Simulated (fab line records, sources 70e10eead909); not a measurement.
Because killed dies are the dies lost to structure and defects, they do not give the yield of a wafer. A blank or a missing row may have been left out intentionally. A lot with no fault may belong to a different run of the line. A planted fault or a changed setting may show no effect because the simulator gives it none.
Which tool did it? | flow nand harc | Sampling: 12 lots, 36 wafers, 6 of 1302 route steps

WHAT THE GAUGES READ, wafer by wafer
NHARC_P_CONTACT_CD_MEAS_19. Usual: cd nm 90.4 nm, standard deviation 2.4.
lot  | measured     | on        | cd nm (nm)     | flag
L421 | day 6 06:24  | cd sem-02 | 88.7 89.6 89.4 |
L423 | day 6 18:28  | cd sem-03 | 89.5 91.8 89.7 |
L425 | day 7 10:48  | cd sem-03 | 91.5 91.2 92.2 |
L424 | day 7 11:11  | cd sem-03 | 85.9 91.0 88.4 |
L426 | day 8 02:15  | cd sem-03 | 92.0 90.3 93.0 |
L433 | day 10 18:59 | cd sem-01 | 92.7 91.8 92.1 |
L434 | day 11 04:47 | cd sem-01 | 90.2 92.2 93.3 |
L436 | day 11 22:38 | cd sem-03 | 86.6 89.8 89.1 |
L437 | day 12 19:01 | cd sem-02 | 90.5 94.6 91.1 |
L440 | day 13 19:38 | cd sem-03 | 87.9 92.5 86.9 |
L441 | day 14 13:30 | cd sem-03 | 88.1 93.7 92.9 |
L444 | day 15 19:46 | cd sem-02 | 89.1 90.4 89.4 |

NHARC_P_M0_INSPECT_11. Usual: raw defect count 4.2, standard deviation 2.6.
lot  | measured     | on                | raw defect count | flag
L421 | day 6 09:40  | defect inspect-01 | 2 3 1            |
L423 | day 6 21:45  | defect inspect-01 | 325 368 343      | OFF
L425 | day 7 14:18  | defect inspect-01 | 13 12 10         |
L424 | day 7 14:38  | defect inspect-02 | 309 315 330      | OFF
L426 | day 8 05:23  | defect inspect-02 | 328 343 371      | OFF
L433 | day 10 22:38 | defect inspect-01 | 5 7 4            |
L434 | day 11 08:06 | defect inspect-01 | 4 7 3            |
L436 | day 12 01:53 | defect inspect-02 | 9 4 9            |
L437 | day 12 22:08 | defect inspect-02 | 4 1 3            |
L440 | day 13 22:48 | defect inspect-02 | 3 3 1            |
L441 | day 14 16:37 | defect inspect-01 | 7 9 11           |
L444 | day 15 22:54 | defect inspect-02 | 5 5 3            |

NHARC_END_SORT_01. Usual: defect limited yield 91.1 %, standard deviation 2.8; killed at array 55, standard deviation 19; killed at other 0.9, standard deviation 1.4; killed at periphery 3.8, standard deviation 2.9; killed dies 60, standard deviation 19; killed open 3.3, standard deviation 1.8; killed short 2.6, standard deviation 1.6.
lot  | measured     | on        | defect limited yield (%) | killed at array | killed at other | killed at periphery | killed dies | killed open | killed short | flag
L423 | day 25 14:16 | prober-01 | 78.4 75.9 79.9           | 65 76 67        | 1 2 0           | 80 85 69            | 146 163 136 | 2 4 3       | 2 4 2        | OFF
L424 | day 26 01:07 | prober-02 | 81.5 81.8 81.1           | 45 46 58        | 1 1 1           | 79 76 69            | 125 123 128 | 2 3 2       | 2 2 5        | OFF
L426 | day 26 23:58 | prober-02 | 77.7 76.7 75.9           | 75 80 85        | 1 0 0           | 75 78 78            | 151 158 163 | 3 1 4       | 3 3 2        | OFF

WHICH TOOL RAN EACH LOT (tool, then ch and the chambers of the sampled wafers, then the start)
lot  | NHARC_P_M0_DEP_00               | NHARC_P_M0_ETCH_34                 | NHARC_P_M0_STRIP_18
L421 | pecvd-04 ch 0,1, day 6 08:42    | rie diel-07 ch 0,1, day 6 09:49    | rie diel-07 ch 2,3, day 6 10:07
L423 | pecvd-04 ch 0,1,2, day 6 20:53  | rie diel-07 ch 0,1,3, day 6 21:55  | rie diel-07 ch 0,1,3, day 6 22:16
L425 | pecvd-01 ch 0,1,2, day 7 13:29  | rie diel-11 ch 0,1,2, day 7 14:28  | rie diel-11 ch 0,1,2, day 7 14:50
L424 | pecvd-04 ch 1,2, day 7 13:37    | rie diel-11 ch 0,1,2, day 7 14:55  | rie diel-11 ch 1,2,3, day 7 15:15
L426 | pecvd-04 ch 1,2, day 8 04:33    | rie diel-07 ch 0,1,3, day 8 05:40  | rie diel-04 ch 0,1,2, day 8 05:57
L433 | pecvd-01 ch 0,1, day 10 21:48   | rie diel-07 ch 0,2,3, day 10 22:48 | rie diel-07 ch 0,1,3, day 10 23:09
L434 | pecvd-04 ch 0,2, day 11 07:08   | rie diel-04 ch 0,1,2, day 11 08:15 | rie diel-04 ch 0,1,2, day 11 08:32
L436 | pecvd-04 ch 0,1, day 12 01:07   | rie diel-11 ch 1,2,3, day 12 02:02 | rie diel-04 ch 1,3, day 12 02:21
L437 | pecvd-04 ch 0,1,2, day 12 21:18 | rie diel-07 ch 0,1,3, day 12 22:17 | rie diel-07 ch 1,2,3, day 12 22:35
L440 | pecvd-03 ch 0,1,2, day 13 21:58 | rie diel-11 ch 1,2, day 13 22:57   | rie diel-11 ch 0,1, day 13 23:14
L441 | pecvd-04 ch 0,2, day 14 15:47   | rie diel-11 ch 0,1, day 14 16:49   | rie diel-07 ch 1,2, day 14 17:08
L444 | pecvd-04 ch 1,2, day 15 22:02   | rie diel-11 ch 0,2,3, day 15 23:15 | rie diel-11 ch 0,2,3, day 15 23:40
- NHARC_P_M0_DEP_00: deposits SiOC, target thk 150 nm.
- NHARC_P_M0_ETCH_34: etches the open film in N2/H2, target depth 40 nm, overetch 12 nm, time 43.94 s.
- NHARC_P_M0_STRIP_18: strips in N2/H2.

AS READ BY THE TOOLS THEMSELVES (means over the sampled wafers that have a number; for cases with no such wafer, the mark the record gives instead)
NHARC_P_M0_ETCH_34. Usual: drypump motor current A 5.6 A, standard deviation 0.41; oes product au 1.001 a.u., standard deviation 0.013; rf vpp V 430.6 V, standard deviation 2.7; showerhead plenum p Torr 2.04 Torr, standard deviation 0.095; throttle valve pct 14.173 %, standard deviation 0.0092.
lot  | tool        | drypump motor current A (A) | oes product au (a.u.) | rf vpp V (V) | showerhead plenum p Torr (Torr) | throttle valve pct (%) | flag
L421 | rie diel-07 | 5.0                         | 0.992                 | 432.0        | 2.11                            | 14.163                 |
L423 | rie diel-07 | 5.5                         | 0.993                 | 432.8        | 2.13                            | 14.173                 |
L425 | rie diel-11 | 5.8                         | 1.003                 | 429.3        | 1.97                            | 14.183                 |
L424 | rie diel-11 | 5.8                         | 1.014                 | 428.0        | 1.97                            | 14.174                 |
L426 | rie diel-07 | 5.5                         | 0.987                 | 432.7        | 2.12                            | 14.170                 |
L433 | rie diel-07 | 5.4                         | 0.990                 | 431.3        | 2.07                            | 14.173                 |
L434 | rie diel-04 | 5.7                         | 1.012                 | 430.0        | 2.05                            | 14.179                 |
L436 | rie diel-11 | 5.7                         | 1.002                 | 429.6        | 2.02                            | 14.176                 |
L437 | rie diel-07 | 5.5                         | 0.999                 | 433.7        | 2.12                            | 14.166                 |
L440 | rie diel-11 | 5.8                         | 1.012                 | 428.5        | 1.97                            | 14.178                 |
L441 | rie diel-11 | 6.0                         | 1.020                 | 428.0        | 1.96                            | 14.169                 |
L444 | rie diel-11 | 5.4                         | 1.001                 | 429.1        | 1.99                            | 14.178                 |

NHARC_P_M0_STRIP_18. Usual: drypump motor current A 5.6 A, standard deviation 0.38; oes product au 0.999 a.u., standard deviation 0.014; rf vpp V 90.6 V, standard deviation 1; showerhead plenum p Torr 2.04 Torr, standard deviation 0.1; throttle valve pct 14.171 %, standard deviation 0.0085.
lot  | tool        | drypump motor current A (A) | oes product au (a.u.) | rf vpp V (V) | showerhead plenum p Torr (Torr) | throttle valve pct (%) | flag
L421 | rie diel-07 | 5.7                         | 0.986                 | 90.9         | 2.08                            | 14.173                 |
L423 | rie diel-07 | 5.5                         | 0.985                 | 90.9         | 2.13                            | 14.167                 |
L425 | rie diel-11 | 5.8                         | 1.005                 | 90.6         | 1.97                            | 14.174                 |
L424 | rie diel-11 | 5.7                         | 1.000                 | 90.3         | 2.03                            | 14.173                 |
L426 | rie diel-04 | 5.6                         | 1.005                 | 88.9         | 1.94                            | 14.174                 |
L433 | rie diel-07 | 5.5                         | 0.986                 | 91.3         | 2.12                            | 14.174                 |
L434 | rie diel-04 | 5.6                         | 1.014                 | 90.3         | 2.05                            | 14.172                 |
L436 | rie diel-04 | 5.7                         | 1.003                 | 91.0         | 2.11                            | 14.174                 |
L437 | rie diel-07 | 5.7                         | 0.998                 | 91.5         | 2.12                            | 14.157                 |
L440 | rie diel-11 | 6.0                         | 1.017                 | 90.8         | 1.96                            | 14.173                 |
L441 | rie diel-07 | 5.6                         | 0.990                 | 90.9         | 2.09                            | 14.165                 |
L444 | rie diel-11 | 5.5                         | 0.999                 | 90.3         | 1.99                            | 14.173                 |

THE ANSWER, worked out from the rows above alone
Rule: take the mean of a lot's wafers that have a number; if it is more than 3 standard deviations from the usual mean, the lot is off. Also off: a lot with no number at a reading for which 4 or more lots have one. Any other lot the step has rows for is counted as sound. First the gauges in route order, then the tools' own readings, where a lot's mean is used as printed above. The first step at which some lot is off is used, and at that step the reading that is off furthest; a lot without a number counts as furthest.
Off: L423, L424, L426 (NHARC_P_M0_INSPECT_11, raw defect count).
A tool fits if, at a process step before that reading, it ran every lot that is off, and no sound lot after the first of them. The gauges at NHARC_P_M0_INSPECT_11 aren't tried: what is off there is off at NHARC_END_SORT_01 too, on other tools, and a gauge's error can't cause that. No candidate that was tried fits.

WHAT WAS PUT IN BY THE SIMULATOR
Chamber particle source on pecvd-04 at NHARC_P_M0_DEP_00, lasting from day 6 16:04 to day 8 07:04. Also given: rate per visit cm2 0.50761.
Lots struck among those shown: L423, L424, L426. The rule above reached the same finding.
